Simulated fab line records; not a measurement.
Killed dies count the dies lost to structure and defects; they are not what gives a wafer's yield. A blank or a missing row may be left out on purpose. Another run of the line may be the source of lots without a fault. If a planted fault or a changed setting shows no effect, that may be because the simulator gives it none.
Matching of chambers -- flow nand-harc -- NHARC_A_STAIRCASE_CMP_152 on cmp-03: 4 sister chambers
The step polishes. 14 wafers are shown with their chamber, then 7 later ones without.

## EACH WAFER AND ITS CHAMBER
wafer,chamber,motor-current-A (A),retaining-ring-pressure-frac,edge-zone-pressure-frac
L075.1,0,11.9,1.003,1.007
L075.2,1,13.1,1.001,0.998
L075.4,3,12.6,0.994,1.003
L078.2,1,12.4,0.993,1.007
L078.3,2,10.7,1.002,0.999
L078.6,1,13.6,0.994,0.997
L082.2,2,11.0,0.992,1.005
L082.3,3,12.7,1.003,1.007
L082.4,0,11.6,1.004,1.000
L084.1,3,12.4,1.003,0.998
L084.2,1,13.3,1.001,0.996
L084.4,2,11.0,0.999,0.989
L086.1,2,10.9,0.990,1.006
L086.5,1,12.7,0.998,0.996

SIGNATURES (averages over the wafers above)
reading,chamber 0,chamber 1,chamber 2,chamber 3,scatter within a chamber
motor-current-A,11.750,13.020,10.900,12.567,0.326
retaining-ring-pressure-frac,1.00350,0.99740,0.99575,1.00000,0.00457
edge-zone-pressure-frac,1.00350,0.99880,0.99975,1.00267,0.00579
Rule: a wafer lies at a distance from a chamber equal to the root of the sum of squares, over the readings, of (its reading less the chamber's mean, divided by the reading's scatter). If the next closest chamber is less than 2 further off than the closest, the wafer can't be placed; otherwise it belongs to the closest. The scatter: the root of (the sum of the squares of (reading less its chamber's mean) over the shown wafers, divided by (wafers less chambers)).

## WAFERS WHOSE CHAMBER IS MISSING
wafer,motor-current-A (A),retaining-ring-pressure-frac,edge-zone-pressure-frac
L086.6,11.1,0.991,0.995
L094.1,12.5,0.995,0.995
L094.2,12.9,0.996,1.004
L094.3,10.9,0.995,1.002
L096.2,12.9,0.999,1.007
L096.3,13.0,1.004,1.000
L096.6,13.0,0.991,0.998

## WHICH CHAMBER EACH WENT THROUGH
wafer,from the rows above,in truth
L086.6,2,2
L094.1,can't be placed: 3 or 1 or 0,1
L094.2,can't be placed: 1 or 3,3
L094.3,2,2
L096.2,can't be placed: 3 or 1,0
L096.3,can't be placed: 1 or 3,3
L096.6,can't be placed: 1 or 3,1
2 of 7 placed correctly. From these rows, 5 cannot be placed; in 4 the true chamber is one of the candidates. Number placed wrongly: 0.
